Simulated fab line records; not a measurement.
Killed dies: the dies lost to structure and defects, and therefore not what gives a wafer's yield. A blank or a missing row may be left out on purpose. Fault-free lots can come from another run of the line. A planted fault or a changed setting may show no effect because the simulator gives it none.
fab line records / flow n5_finfet
record lots=4 wafers=12 last_day=19
route steps=1938 shown BEOL_M5@1177 BEOL_M6@1194 PASSIVATION@1936
lots with no fault: from the same line, run without faults
start_h: the number of hours between the record's first day and the start of the first shown wafer of the lot / wait_h: hours since the lot's step before / " as in the row above / L1.1+2: one row covering several wafers at once / - no value, or no start was given / * or withheld: withheld / < > ~ a bound
route shown NAME@n: a module of which the file shows steps, and the number in the route of the first / usual: the fault-free wafers' mean and standard deviation / same: alike in all rows / chamber/n: place in a boat / sites: each site's reading / _std_site: standard deviation of those values / _edge_site: the outer-site mean with the inner-site mean subtracted / radius_mm: how far each site lies from the wafer's centre / mask NAME#n: copy n / behind: the tool/chamber that last shaped the wafer / hold: the reason the lot was held/the length of the hold in hours/how it ended / device: whichever transistor did not switch (one of n, p or np) / end of line: the tests these same wafers got at the end of their route / step lacking rows: just its recipe / killed: dies lost to structure and defects at the first sort, not the wafer's yield / map: dies across one wafer; x = killed, . = not, _ = none there
set.NAME: the setting as run; set.NAME@STEP: as run at that earlier step / model.NAME: the simulator's own value behind a step, which no gauge read
a table for each step, a row for each wafer; lots at some steps of the route
services: a tool's chamber out of use, with start hour (start_h, from the record's first day; less than 0 if before it), hours out, and reason
## steps
# step N5_BEOL_M5_SPUTTER_81
# recipe material=Cu target_thk_a=150 temp_c=-20 chamber_pressure_pa=0.07 power_w=withheld time_s=27.62
# step N5_BEOL_M5_ANNEAL_82
# recipe temp_c=400 time_s=1800 ambient=vacuum
# step N5_BEOL_M5_SPUTTER_83
# recipe material=Cu target_thk_a=150 temp_c=-20 chamber_pressure_pa=0.07 power_w=withheld time_s=27.62
# step N5_BEOL_M5_ANNEAL_84
# recipe temp_c=400 time_s=1800 ambient=vacuum
# step N5_BEOL_M5_SPUTTER_88
# recipe material=Cu target_thk_a=150 temp_c=-20 chamber_pressure_pa=0.07 power_w=withheld time_s=27.62
# step N5_BEOL_M5_ANNEAL_89
# recipe temp_c=400 time_s=1800 ambient=vacuum
# step N5_BEOL_M5_SPUTTER_90
# recipe material=Cu target_thk_a=45 temp_c=-20 chamber_pressure_pa=0.07 power_w=withheld time_s=8.29
# step N5_BEOL_M5_ECD_50
# recipe material=Cu target_thk_a=3000
# step N5_BEOL_M5_ANNEAL_51
# recipe temp_c=225 time_s=90 ambient=N2
# step N5_BEOL_M5_CMP_52
# recipe stop_on=SiCOH_lowk t_overpolish_s=6.9 down_force_psi=1 platen_rpm=50 clearing_platen_down_force_psi=1.5 clearing_platen_rpm=50 post_cmp_clean=cu_alkaline target_thk_nm=62 clearing_platen_pad_velocity_m_s=0.99484 pad_velocity_m_s=0.99484
# step N5_BEOL_M5_PRE_CLEAN_77
# recipe gas=NH3/H2 time_s=15 temp_c=* rf_power_w=300
# step N5_BEOL_M5_CO_CAP_78
# recipe material=Co target_thk_a=20 temp_c=200 precursor=CCTBA/H2 pressure_torr=30 time_s=102.1
# usual heater_power_w=223/21 susceptor_temp_C=199.99/0.15
lot.wafer=L818.1 tool=cvd_co-01 chamber=2 start_h=211.77 wait_h=0.0 heater_power_w=195 susceptor_temp_C=200.25
lot.wafer=L818.2 tool=cvd_co-01 chamber=0 start_h=211.77 wait_h=0.0 heater_power_w=241 susceptor_temp_C=200.14
lot.wafer=L818.5 tool=cvd_co-01 chamber=2 start_h=211.77 wait_h=0.0 heater_power_w=193 susceptor_temp_C=200.17
lot.wafer=L823.1 tool=cvd_co-01 chamber=1 start_h=239.99 wait_h=0.0 heater_power_w=222 susceptor_temp_C=200.18
lot.wafer=L823.4 tool=cvd_co-01 chamber=0 start_h=239.99 wait_h=0.0 heater_power_w=240 susceptor_temp_C=200.19
lot.wafer=L823.5 tool=cvd_co-01 chamber=1 start_h=239.99 wait_h=0.0 heater_power_w=212 susceptor_temp_C=199.93
lot.wafer=L822.1 tool=cvd_co-01 chamber=1 start_h=246.48 wait_h=0.0 heater_power_w=221 susceptor_temp_C=199.96
lot.wafer=L822.3 tool=cvd_co-01 chamber=2 start_h=246.48 wait_h=0.0 heater_power_w=193 susceptor_temp_C=200.15
lot.wafer=L822.5 tool=cvd_co-01 chamber=2 start_h=246.48 wait_h=0.0 heater_power_w=192 susceptor_temp_C=200.15
lot.wafer=L833.2 tool=cvd_co-01 chamber=1 start_h=362.61 wait_h=0.0 heater_power_w=212 susceptor_temp_C=200.07
lot.wafer=L833.3 tool=cvd_co-01 chamber=0 start_h=362.61 wait_h=0.0 heater_power_w=243 susceptor_temp_C=199.78
lot.wafer=L833.6 tool=cvd_co-01 chamber=1 start_h=362.61 wait_h=0.0 heater_power_w=210 susceptor_temp_C=199.91
# step N5_BEOL_M5_PRE_CLEAN_55
# recipe gas=NH3 time_s=15 temp_c=withheld rf_power_w=300
# step N5_BEOL_M5_DEP_56
# recipe material=SiCN target_thk_a=80 temp_c=withheld precursor=3MS/NH3 pressure_torr=3 rf_w=202 time_s=14
# step N5_BEOL_M5_INSPECT_58
# recipe inspect_instrument=darkfield mode=post_dep
# usual raw_defect_count=77/24
lot.wafer=L818.1 tool=defect_inspect-01 chamber=- start_h=211.98 wait_h=0.0 raw_defect_count=79
lot.wafer=L818.2 tool=defect_inspect-01 chamber=- start_h=211.98 wait_h=0.0 raw_defect_count=61
lot.wafer=L818.5 tool=defect_inspect-01 chamber=- start_h=211.98 wait_h=0.0 raw_defect_count=75
lot.wafer=L823.1 tool=defect_inspect-01 chamber=- start_h=240.23 wait_h=0.0 raw_defect_count=415
lot.wafer=L823.4 tool=defect_inspect-01 chamber=- start_h=240.23 wait_h=0.0 raw_defect_count=109
lot.wafer=L823.5 tool=defect_inspect-01 chamber=- start_h=240.23 wait_h=0.0 raw_defect_count=445
lot.wafer=L822.1 tool=defect_inspect-02 chamber=- start_h=246.69 wait_h=0.0 raw_defect_count=388
lot.wafer=L822.3 tool=defect_inspect-02 chamber=- start_h=246.69 wait_h=0.0 raw_defect_count=109
lot.wafer=L822.5 tool=defect_inspect-02 chamber=- start_h=246.69 wait_h=0.0 raw_defect_count=83
lot.wafer=L833.2 tool=defect_inspect-01 chamber=- start_h=362.82 wait_h=0.0 raw_defect_count=79
lot.wafer=L833.3 tool=defect_inspect-01 chamber=- start_h=362.82 wait_h=0.0 raw_defect_count=108
lot.wafer=L833.6 tool=defect_inspect-01 chamber=- start_h=362.82 wait_h=0.0 raw_defect_count=96
# step N5_BEOL_M6_ILD_DEP_00
# recipe material=SiCOH_lowk target_thk_a=1797.5 temp_c=300 precursor=DEMS/porogen pressure_torr=5 rf_w=500 time_s=33.4
# step N5_BEOL_M6_CURE_74
# recipe temp_c=385 time_s=240 ambient=He/Ar material=SiCOH_lowk
# step N5_BEOL_M6_PECVD_70
# recipe material=SiO2 target_thk_a=200 temp_c=400 precursor=TEOS/O2 pressure_torr=5.5 rf_w=450 teos_flow_sccm=53.8 gas=O2 flow_sccm=3000 time_s=22.7
# step N5_BEOL_M6_HM_DEP_02
# recipe material=TiN target_thk_a=200 temp_c=25 chamber_pressure_pa=0.49996
# step N5_BEOL_M6_COAT_59
# recipe resist=SOC temp_c=250 time_s=60 spin_rpm=1500 resist_thk_nm=100
# step N5_BEOL_M6_COAT_60
# recipe resist=SiARC temp_c=220 time_s=60 spin_rpm=1500 resist_thk_nm=35
# step N5_BEOL_M6_COAT_05
# recipe resist=CAR-ArF spin_rpm=1500 resist_thk_nm=90
# step N5_BEOL_M6_EBR_07
# recipe solvent=PGMEA ebr_width_mm=1.5
# step N5_BEOL_M6_SOFTBAKE_06
# recipe temp_c=110 time_s=60 resist=CAR-ArF
# step N5_BEOL_M6_EXPOSE_08
# recipe mask_id=M6 na=1.35 source_shape=dipole sigma_inner=0.817 sigma_outer=0.97 polarization=te dose_mj=68.25
# step N5_BEOL_M6_PEB_09
# recipe peb_temp_c=withheld peb_time_s=60 resist=CAR-ArF
# step N5_BEOL_M6_DEVELOP_10
# recipe develop_time_s=30 developer=TMAH resist=CAR-ArF rinse_liquid=diw dry=air_spin dev_temp_c=23
# step N5_BEOL_M6_INSPECT_13
# recipe mode=adi inspect_instrument=brightfield
# usual raw_defect_count=434/85
lot.wafer=L818.1 tool=defect_inspect-01 chamber=- start_h=213.79 wait_h=0.0 raw_defect_count=441
lot.wafer=L818.2 tool=defect_inspect-01 chamber=- start_h=213.79 wait_h=0.0 raw_defect_count=491
lot.wafer=L818.5 tool=defect_inspect-01 chamber=- start_h=213.79 wait_h=0.0 raw_defect_count=431
lot.wafer=L823.1 tool=defect_inspect-01 chamber=- start_h=241.39 wait_h=0.0 raw_defect_count=891
lot.wafer=L823.4 tool=defect_inspect-01 chamber=- start_h=241.39 wait_h=0.0 raw_defect_count=331
lot.wafer=L823.5 tool=defect_inspect-01 chamber=- start_h=241.39 wait_h=0.0 raw_defect_count=695
lot.wafer=L822.1 tool=defect_inspect-01 chamber=- start_h=249.02 wait_h=0.0 raw_defect_count=847
lot.wafer=L822.3 tool=defect_inspect-01 chamber=- start_h=249.02 wait_h=0.0 raw_defect_count=483
lot.wafer=L822.5 tool=defect_inspect-01 chamber=- start_h=249.02 wait_h=0.0 raw_defect_count=433
lot.wafer=L833.2 tool=defect_inspect-01 chamber=- start_h=365.25 wait_h=0.0 raw_defect_count=387
lot.wafer=L833.3 tool=defect_inspect-01 chamber=- start_h=365.25 wait_h=0.0 raw_defect_count=403
lot.wafer=L833.6 tool=defect_inspect-01 chamber=- start_h=365.25 wait_h=0.0 raw_defect_count=417
# step N5_BEOL_M6_DESCUM_16
# recipe chemistry=O2 time_s=7.9 source_power_w=50 bias_power_w=20 pressure_mtorr=20 rf_frequency_hz=2.712e+07 temp_c=40 resist=CAR-ArF o2_flow_sccm=225
# step N5_PASSIVATION_PROBE_49
# usual defect_limited_yield=91.2/1.5 killed_at_M0_to_M3=35/12 killed_at_M4_up=14/5.1 killed_at_contacts=13/6 killed_at_front_end=38/12 killed_at_other=4/3.5 killed_dies=104/18 killed_open=68/13 killed_short=33/8.1 sort_bin_5_function=5.2/1 sort_bin_6_memory=3.2/0.69 sort_bin_8_speed=0.01/0.051 sort_n_pass=1076/18
# same gross_dies=1180 killed_at_back_side=0 sort_bin_4_leakage[%]=0
lot.wafer=L818.1 tool=prober-01 chamber=- start_h=316.99 wait_h=0.2 defect_limited_yield[%]=91.0 killed_at_M0_to_M3=53 killed_at_M4_up=14 killed_at_contacts=11 killed_at_front_end=24 killed_at_other=4 killed_dies=106 killed_open=73 killed_short=31 sort_bin_5_function[%]=4.2 sort_bin_6_memory[%]=4.3 sort_bin_8_speed[%]=0 sort_n_pass=1074
lot.wafer=L818.2 tool=prober-01 chamber=- start_h=317.04 wait_h=0.3 defect_limited_yield[%]=89.6 killed_at_M0_to_M3=42 killed_at_M4_up=9 killed_at_contacts=12 killed_at_front_end=60 killed_at_other=0 killed_dies=123 killed_open=85 killed_short=37 sort_bin_5_function[%]=6.3 sort_bin_6_memory[%]=3.8 sort_bin_8_speed[%]=0 sort_n_pass=1057
lot.wafer=L818.5 tool=prober-01 chamber=- start_h=317.19 wait_h=0.4 defect_limited_yield[%]=89.7 killed_at_M0_to_M3=56 killed_at_M4_up=18 killed_at_contacts=18 killed_at_front_end=25 killed_at_other=5 killed_dies=122 killed_open=81 killed_short=40 sort_bin_5_function[%]=6.4 sort_bin_6_memory[%]=3.6 sort_bin_8_speed[%]=0 sort_n_pass=1058
lot.wafer=L823.1 tool=prober-01 chamber=- start_h=332.45 wait_h=0.0 defect_limited_yield[%]=82.2 killed_at_M0_to_M3=52 killed_at_M4_up=112 killed_at_contacts=16 killed_at_front_end=26 killed_at_other=4 killed_dies=210 killed_open=76 killed_short=31 sort_bin_5_function[%]=12.2 sort_bin_6_memory[%]=4.2 sort_bin_8_speed[%]=0 sort_n_pass=970
lot.wafer=L823.4 tool=prober-01 chamber=- start_h=332.60 wait_h=0.2 defect_limited_yield[%]=90.3 killed_at_M0_to_M3=53 killed_at_M4_up=12 killed_at_contacts=16 killed_at_front_end=30 killed_at_other=4 killed_dies=115 killed_open=71 killed_short=40 sort_bin_5_function[%]=5.5 sort_bin_6_memory[%]=3.5 sort_bin_8_speed[%]=0 sort_n_pass=1065
lot.wafer=L823.5 tool=prober-01 chamber=- start_h=332.65 wait_h=0.2 defect_limited_yield[%]=81.1 killed_at_M0_to_M3=53 killed_at_M4_up=123 killed_at_contacts=12 killed_at_front_end=32 killed_at_other=3 killed_dies=223 killed_open=77 killed_short=41 sort_bin_5_function[%]=12.0 sort_bin_6_memory[%]=4.7 sort_bin_8_speed[%]=0 sort_n_pass=957
lot.wafer=L822.1 tool=prober-01 chamber=- start_h=343.10 wait_h=0.0 defect_limited_yield[%]=85.9 killed_at_M0_to_M3=24 killed_at_M4_up=117 killed_at_contacts=8 killed_at_front_end=17 killed_at_other=0 killed_dies=166 killed_open=44 killed_short=16 sort_bin_5_function[%]=8.9 sort_bin_6_memory[%]=3.3 sort_bin_8_speed[%]=0 sort_n_pass=1014
lot.wafer=L822.3 tool=prober-01 chamber=- start_h=343.20 wait_h=0.1 defect_limited_yield[%]=93.0 killed_at_M0_to_M3=23 killed_at_M4_up=17 killed_at_contacts=13 killed_at_front_end=28 killed_at_other=2 killed_dies=83 killed_open=60 killed_short=22 sort_bin_5_function[%]=3.8 sort_bin_6_memory[%]=3.0 sort_bin_8_speed[%]=0 sort_n_pass=1097
lot.wafer=L822.5 tool=prober-01 chamber=- start_h=343.30 wait_h=0.2 defect_limited_yield[%]=93.1 killed_at_M0_to_M3=22 killed_at_M4_up=12 killed_at_contacts=3 killed_at_front_end=45 killed_at_other=0 killed_dies=82 killed_open=47 killed_short=29 sort_bin_5_function[%]=4.5 sort_bin_6_memory[%]=1.9 sort_bin_8_speed[%]=0 sort_n_pass=1098
# killed by level:class
L818.1 BEOL_M0_SAQP:geometric_particle:open=12 BEOL_M0_SAQP:geometric_particle:short=12 MOL_CONTACT_COAG:geometric_particle:open=10 BEOL_M1:geometric_particle:open=10 STI_FIN_REVEAL:geometric_particle:open=6 BEOL_M3:geometric_particle:open=6 FIN_SAQP:geometric_particle:short=5 BEOL_M2:geometric_particle:open=5
L818.2 FIN_SAQP:geometric_particle:short=14 FIN_SAQP:geometric_particle:open=12 STI_FIN_REVEAL:geometric_particle:open=12 MOL_CONTACT_COAG:geometric_particle:open=12 BEOL_M3:geometric_particle:open=11 BEOL_M1:geometric_particle:open=9 BEOL_M0_SAQP:geometric_particle:short=8 GATE_CUT:geometric_particle:short=7
L818.5 BEOL_M0_SAQP:geometric_particle:short=15 MOL_CONTACT_COAG:geometric_particle:open=14 BEOL_M0_SAQP:geometric_particle:open=11 BEOL_M1:geometric_particle:open=10 BEOL_M3:geometric_particle:open=10 DUMMY_GATE:geometric_particle:open=8 BEOL_M4:geometric_particle:open=7 FIN_SAQP:geometric_particle:short=4
L823.1 BEOL_M5:unspecified=101 BEOL_M0_SAQP:geometric_particle:open=16 MOL_CONTACT_COAG:geometric_particle:open=14 BEOL_M0_SAQP:geometric_particle:short=13 BEOL_M2:geometric_particle:open=9 BEOL_M3:geometric_particle:open=7 FIN_SAQP:geometric_particle:short=5 FIN_SAQP:geometric_particle:open=5
L823.4 BEOL_M0_SAQP:geometric_particle:short=19 MOL_CONTACT_COAG:geometric_particle:open=13 BEOL_M1:geometric_particle:open=10 BEOL_M0_SAQP:geometric_particle:open=9 BEOL_M2:geometric_particle:open=8 FIN_SAQP:geometric_particle:open=6 FIN_SAQP:geometric_particle:short=6 BEOL_M4:geometric_particle:open=4
L823.5 BEOL_M5:unspecified=94 BEOL_M4:geometric_particle:open=15 BEOL_M0_SAQP:geometric_particle:short=14 BEOL_M1:geometric_particle:open=14 BEOL_M0_SAQP:geometric_particle:open=12 MOL_CONTACT_COAG:geometric_particle:open=9 HKMG_FIN:area_etch=8 FIN_SAQP:geometric_particle:open=7
L822.1 BEOL_M5:unspecified=103 BEOL_M2:geometric_particle:open=7 MOL_CONTACT_COAG:geometric_particle:open=6 BEOL_M0_SAQP:geometric_particle:open=6 BEOL_M3:geometric_particle:open=4 FIN_SAQP:geometric_particle:short=3 FIN_SAQP:geometric_particle:open=3 GATE_CUT:geometric_particle:short=3
L822.3 MOL_CONTACT_COAG:geometric_particle:open=12 BEOL_M0_SAQP:geometric_particle:open=6 GATE_CUT:geometric_particle:open=5 BEOL_M5:geometric_particle:open=5 FIN_SAQP:geometric_particle:short=4 STI_FIN_REVEAL:geometric_particle:open=4 DUMMY_GATE:geometric_particle:open=4 BEOL_M0_SAQP:geometric_particle:short=4
L822.5 FIN_SAQP:geometric_particle:open=8 BEOL_M0_SAQP:geometric_particle:open=7 STARTING-WAFER:geometric_particle:short=7 FIN_SAQP:geometric_particle:short=6 GATE_CUT:geometric_particle:short=6 STARTING-WAFER:geometric_particle:open=6 STI_FIN_REVEAL:geometric_particle:open=5 BEOL_M5:geometric_particle:open=5
# map L822.1 (x killed, . not)
_________________..x.......x.________________
______________....x............._____________
___________........................__________
__________.......x.................._________
________x..........x..............x..._______
_______x...............................______
______...............x.................._____
_____........................x......x....____
____...................x.............x....___
___...............................x........__
___...x....................................__
__.............x.......x....x..x............_
__..............x..........................._
_.........x..x.........x.....................
_..x..x............x...x..............x......
_......x......x..x..x........................
_...........xx...............................
_.......xx..xx.x.xx.x................x.......
_........xxxxxxx.xx...x....x..x...........x..
_.....xxxxxxxxxxxxxx.x.................x...x.
_.....x.xxxxxxxxx.x..x.................x.....
__.....xxxxxxxxxxxx..........x.............._
__....xxxxxxxxxxxx.xx.......x..............._
___.x...xxxxxxxxxxxx.......................__
___x...x.xxxxxxxxx.x...x.x..x..............__
____.x..xx.xxxxxx.........................___
_____........xx..x..........x............____
______...x...x....x.x..................._____
_______.....x..x..x............x...x...______
________...........................x.._______
__________.x........................_________
___________........................__________
______________.................._____________
_________________............________________
# map L823.5 (x killed, . not)
_________________......x.....________________
______________x........x.......x_____________
___________.......x......x..x......__________
__________........xx................_________
________.x............x..............._______
_______................xxx.....x.......______
______x.x..x.....x......xx.xx.x........._____
_____.....................x..............____
____................x.x.........x.......x.___
___.....x.....x.........xx.x...x.....xx....__
___......xx...x............................__
__.......................x..xx.............x_
__............xx......xxx...........xx.x...._
_...x........x......x..x..x..x...........x...
_.......xx.....x......x......................
_x........xx...x....x.x.........x..x......x..
_.x........xx.............................x..
_......x...x.xxx...x.........x...........xx..
_.x.....xxx..xxx....x...x..............x..x..
_.......xxxxxxxxxx...............x..........x
_x.x..xxxxxxxxxxxx....x..x...x.........x..xx.
__..xx.xxxxxxxxxxxxxx.............x.....x.xx_
__x..x...xxxxxxxxx.x...............x........_
___...x.xxxxxxxxxxxx.xx............x.......__
___....xxxxxxxxxxxxx.....x...........xx....__
____.....xx.xx.x.......x...x...x..........___
_____......x.x..xxx................x.....____
______...xx..x.........x...x............_____
_______......x......x..................______
________.x....x..........x...x........_______
__________..........x..x............_________
___________.....................x..__________
______________.........x..x....._____________
_________________............________________
## services
tool=cvd_co-01 chamber=- start_h=288.06 hours=0.6 kind=repair
tool=cvd_co-01 chamber=- start_h=293.96 hours=6.3 kind=repair
tool=cvd_co-01 chamber=1 start_h=333.33 hours=- kind=clean
tool=cvd_co-01 chamber=1 start_h=333.33 hours=22.0 kind=scheduled_down
tool=cvd_co-01 chamber=1 start_h=333.33 hours=22.0 kind=vent_cycle
## key
first_sign step=N5_BEOL_M5_INSPECT_58 reading=raw_defect_count direction=up sigmas=14 usual=77 struck=416
effect step=N5_BEOL_M6_INSPECT_13 reading=raw_defect_count direction=up sigmas=4.5 usual=434 struck=811
effect step=N5_PASSIVATION_PROBE_49 reading=killed_at_M4_up direction=up sigmas=20 usual=14 struck=117
more_kills_born_at N5_BEOL_M5_CO_CAP_78@cvd_co-01=298
met_at N5_BEOL_M5_CO_CAP_78
struck_wafers L822.1,L823.1,L823.5
fault kind=chamber_particle_source tool=cvd_co-01 chamber=1 onset_h=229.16 steps=N5_BEOL_M5_CO_CAP_78 rate_per_visit_cm2=0.44266 end_h=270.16
